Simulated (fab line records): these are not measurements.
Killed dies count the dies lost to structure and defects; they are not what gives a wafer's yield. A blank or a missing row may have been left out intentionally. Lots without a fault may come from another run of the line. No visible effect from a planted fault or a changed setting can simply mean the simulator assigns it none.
Which of the tools did it? ; flow n5-finfet ; Sampling: 10 lots, 29 wafers, 6 of 1938 route steps

== WHAT EACH GAUGE READ, for each wafer ==
N5_DUMMY_GATE_THK_MEAS_05. Usual: 71.8 nm for thk-nm, sd 0.99.
lot;measured;on;thk-nm (nm);flag
L722;day 3 04:19;film-metro-01;73.2 72.6 72.0;
L723;day 3 08:21;film-metro-02;73.7 72.1;
L725;day 3 19:42;film-metro-02;71.6 71.5 70.8;
L726;day 3 23:37;film-metro-02;71.8 73.0 72.8;
L727;day 4 06:17;film-metro-01;71.9 72.9 71.4;
L728;day 4 11:45;film-metro-01;71.9 74.5 73.3;
L740;day 7 13:15;film-metro-01;72.0 71.9 70.9;
L741;day 7 18:14;film-metro-01;70.9 71.5 70.6;
L742;day 8 00:46;film-metro-01;71.1 71.6 72.8;
L744;day 8 10:35;film-metro-02;71.5 71.7 73.1;

N5_DUMMY_GATE_CD_MEAS_15: the cd target is 25.8 nm. Usual: 24.99 nm for cd-nm, sd 0.22.
lot;measured;on;cd-nm (nm);flag
L722;day 3 08:36;cd-sem-01;25.01 24.80 24.99;
L723;day 3 12:39;cd-sem-01;24.79 25.00;
L725;day 3 23:59;cd-sem-03;25.15 25.15 25.22;
L726;day 4 04:03;cd-sem-02;25.31 25.16 24.97;
L727;day 4 10:41;cd-sem-01;24.97 25.07 24.94;
L728;day 4 16:10;cd-sem-03;25.26 24.94 25.16;
L740;day 7 17:32;cd-sem-03;24.03 23.94 24.07;OFF
L741;day 7 22:32;cd-sem-01;23.93 23.93 23.79;OFF
L742;day 8 05:11;cd-sem-02;24.89 24.79 24.71;
L744;day 8 15:01;cd-sem-03;24.66 24.89 24.94;

N5_BEOL_M4_RC_MEAS_101. Usual: DIBL_N 36.0 mV/V, standard deviation 2.2; DIBL_P 36.2 mV/V, standard deviation 2.4; IOFF_N 0.16 nA/um, standard deviation 0.035; IOFF_P 0.21 nA/um, standard deviation 0.037; ION_N 672 uA/um, standard deviation 13; ION_P 461 uA/um, standard deviation 7; SS_N 71.4 mV/dec, standard deviation 0.69; SS_P 73.2 mV/dec, standard deviation 0.75; VT_N 250 mV, standard deviation 3.4; VT_P -251 mV, standard deviation 3.
lot;measured;on;DIBL_N (mV/V);DIBL_P (mV/V);IOFF_N (nA/um);IOFF_P (nA/um);ION_N (uA/um);ION_P (uA/um);SS_N (mV/dec);SS_P (mV/dec);VT_N (mV);VT_P (mV);flag
L722;day 9 15:42;prober-02;33.4 30.8 33.7;33.8 32.2 34.7;0.13 0.10 0.14;0.17 0.16 0.19;678 659 679;460 462 465;70.8 70.2 70.8;72.1 72.1 72.4;252 257 249;-251 -254 -253;
L723;day 9 10:32;prober-01;38.5 39.2;37.1 37.9;0.18 0.21;0.22 0.24;671 679;458 458;72.7 71.8;73.8 73.9;247 248;-250 -246;
L725;day 10 16:19;prober-02;34.8 34.9 33.5;35.5 35.1 34.3;0.14 0.14 0.12;0.20 0.20 0.18;672 666 661;463 462 457;70.9 70.7 70.3;73.6 72.9 72.7;252 251 254;-252 -248 -251;
L726;day 10 20:53;prober-02;37.0 36.6 34.1;39.5 38.0 35.2;0.18 0.17 0.13;0.26 0.23 0.19;667 674 660;465 460 463;72.0 71.6 71.6;74.1 74.1 72.9;252 248 254;-250 -251 -254;
L727;day 10 19:05;prober-01;35.2 32.3 35.6;34.8 32.9 36.0;0.14 0.11 0.14;0.18 0.16 0.19;665 655 667;455 454 461;71.1 70.3 71.0;72.2 71.8 72.8;253 254 251;-255 -252 -254;
L728;day 10 19:42;prober-02;34.2 36.7 36.2;33.5 37.9 36.5;0.13 0.18 0.16;0.18 0.24 0.22;675 684 683;465 471 460;70.3 71.8 70.8;72.5 73.6 73.1;252 246 249;-250 -246 -250;
L740;day 14 10:02;prober-02;38.4 37.1 37.0;39.2 37.8 38.5;0.19 0.16 0.16;0.23 0.21 0.21;670 656 661;460 452 456;71.9 71.1 71.0;74.0 72.9 72.7;249 252 252;-247 -251 -251;
L741;day 14 04:13;prober-01;39.0 39.3 41.8;39.1 39.8 42.4;0.20 0.21 0.27;0.23 0.23 0.28;691 694 706;464 464 466;72.3 72.7 72.7;73.5 74.0 74.2;245 250 243;-252 -250 -248;
L742;day 14 21:56;prober-02;36.0 39.7 38.7;34.2 38.0 37.5;0.14 0.20 0.18;0.21 0.28 0.26;677 687 677;467 476 471;71.6 71.6 71.9;73.0 73.2 73.5;251 247 247;-244 -243 -245;
L744;day 15 05:06;prober-01;36.0 37.5 36.2;35.5 37.4 36.2;0.14 0.18 0.16;0.20 0.24 0.21;676 682 678;466 473 466;70.8 71.7 71.3;73.0 73.2 73.0;251 249 250;-249 -247 -248;

== EACH LOT AND THE TOOL THAT RAN IT (in order: tool; ch and the chambers of the sampled wafers; start) ==
lot;N5_STI_FIN_REVEAL_RECESS_09;N5_DUMMY_GATE_CMP_04;N5_DUMMY_GATE_EXPOSE_12
L722;vapor-etch-02 ch 0,1, day 2 21:20;cmp-03 ch 0,1, day 3 04:04;euv-scanner-01 ch 0, day 3 08:29
L723;vapor-etch-01 ch 1, day 3 01:22;cmp-01 ch 0,2, day 3 08:07;euv-scanner-01 ch 0, day 3 12:31
L725;vapor-etch-01 ch 0,1, day 3 12:42;cmp-03 ch 0,2, day 3 19:28;euv-scanner-02 ch 0, day 3 23:52
L726;vapor-etch-01 ch 0,1, day 3 16:35;cmp-02 ch 1,2,3, day 3 23:23;euv-scanner-01 ch 0, day 4 03:56
L727;vapor-etch-01 ch 0,1, day 3 23:02;cmp-03 ch 1,2,3, day 4 06:04;euv-scanner-02 ch 0, day 4 10:34
L728;vapor-etch-02 ch 0,1, day 4 04:23;cmp-03 ch 0,3, day 4 11:32;euv-scanner-01 ch 0, day 4 16:02
L740;vapor-etch-02 ch 0,1, day 7 06:17;cmp-01 ch 0,2,3, day 7 13:01;euv-scanner-01 ch 0, day 7 17:25
L741;vapor-etch-01 ch 0,1, day 7 09:47;cmp-03 ch 1,2,3, day 7 18:03;euv-scanner-01 ch 0, day 7 22:25
L742;vapor-etch-01 ch 0, day 7 17:47;cmp-03 ch 0,2, day 8 00:33;euv-scanner-02 ch 0, day 8 05:03
L744;vapor-etch-01 ch 0,1, day 8 03:36;cmp-02 ch 0,1,3, day 8 10:21;euv-scanner-02 ch 0, day 8 14:53
- N5_STI_FIN_REVEAL_RECESS_09: chemistry HF/NH3, target SiO2, afs cycles 11, target depth 42.5 nm, sublimation time 60 s.
- N5_DUMMY_GATE_CMP_04: polishes a-Si.
- N5_DUMMY_GATE_EXPOSE_12: exposes mask GATE, target cd 25 nm.

== AS READ BY THE TOOLS THEMSELVES (means over the sampled wafers that have a number; for cases with no such wafer, the mark the record gives instead) ==
N5_STI_FIN_REVEAL_RECESS_09. Usual: drypump-motor-current-A 5.6 A, standard deviation 0.31; foreline-p-Torr 0.1280 Torr, standard deviation 0.00055; sublimation-temp-c 180.00 C, standard deviation 0.16.
lot;tool;drypump-motor-current-A (A);foreline-p-Torr (Torr);sublimation-temp-c (C);flag
L722;vapor-etch-02;5.4;0.1285;180.09;
L723;vapor-etch-01;5.3;0.1284;180.16;
L725;vapor-etch-01;5.7;0.1281;180.10;
L726;vapor-etch-01;5.5;0.1278;179.87;
L727;vapor-etch-01;5.7;0.1273;179.97;
L728;vapor-etch-02;5.7;0.1278;180.01;
L740;vapor-etch-02;5.4;0.1278;179.95;
L741;vapor-etch-01;5.6;0.1285;180.03;
L742;vapor-etch-01;5.9;0.1281;179.95;
L744;vapor-etch-01;5.5;0.1281;179.99;

N5_DUMMY_GATE_CMP_04. Usual: motor-current-A 9.4 A, standard deviation 0.77; time-to-endpoint-s 13.3 s, standard deviation 2.4.
lot;tool;motor-current-A (A);time-to-endpoint-s (s);flag
L722;cmp-03;9.6;14.3;
L723;cmp-01;9.5;15.4;
L725;cmp-03;9.6;13.6;
L726;cmp-02;9.7;13.9;
L727;cmp-03;9.3;11.0;
L728;cmp-03;9.6;15.9;
L740;cmp-01;10.3;13.3;
L741;cmp-03;9.2;13.5;
L742;cmp-03;9.3;11.3;
L744;cmp-02;9.3;14.0;

N5_DUMMY_GATE_EXPOSE_12. Usual: 33.98 for exposure-dose-mJ-cm2, sd 0.056.
lot;tool;exposure-dose-mJ-cm2;flag
L722;euv-scanner-01;34.00;
L723;euv-scanner-01;34.01;
L725;euv-scanner-02;33.89;
L726;euv-scanner-01;34.04;
L727;euv-scanner-02;33.94;
L728;euv-scanner-01;34.00;
L740;euv-scanner-01;36.11;OFF
L741;euv-scanner-01;35.69;OFF
L742;euv-scanner-02;33.93;
L744;euv-scanner-02;33.90;

== THE ANSWER, worked out from the rows above alone ==
Rule: lot off if the mean of its wafers having a number is beyond 3 standard deviations from the usual mean. A lot without any number at a reading at which 4 lots or more have one is off too. Where the step has rows for the other lots, those lots are counted as sound. After the gauges, taken in route order, come the tools' own readings; for these a lot's mean is taken, as printed above. At the first step where some lot is off, the reading lying furthest off is the one used; lots without a number count as furthest.
Off, at N5_DUMMY_GATE_CD_MEAS_15 on cd-nm: L740, L741.
A tool fits if, at a process step before that reading, it ran every lot that is off, and no sound lot after the first of them. Not tried: the gauges at N5_DUMMY_GATE_CD_MEAS_15; whatever is off there is also off at N5_DUMMY_GATE_EXPOSE_12, on other tools, and gauge error can't account for it. One fits: N5_DUMMY_GATE_EXPOSE_12 on euv-scanner-01. Its last sound lot is L728 (day 4 16:02), its first lot that is off L740 (day 7 17:25): a fault that began between those two fits.
The tool's own readings at N5_DUMMY_GATE_EXPOSE_12 bear it out: on the lots that are off they differ by more than 5 times the standard deviation of the sound lots' means. exposure-dose-mJ-cm2 reads 35.90 there against 33.96 on the sound lots.

== WHAT THE SIMULATOR PUT IN ==
Process parameters drifting: euv-scanner-01 at N5_DUMMY_GATE_EXPOSE_12, beginning at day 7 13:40. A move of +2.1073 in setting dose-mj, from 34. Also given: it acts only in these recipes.
Lots struck among those shown: L740, L741. The same result came from the rule above.
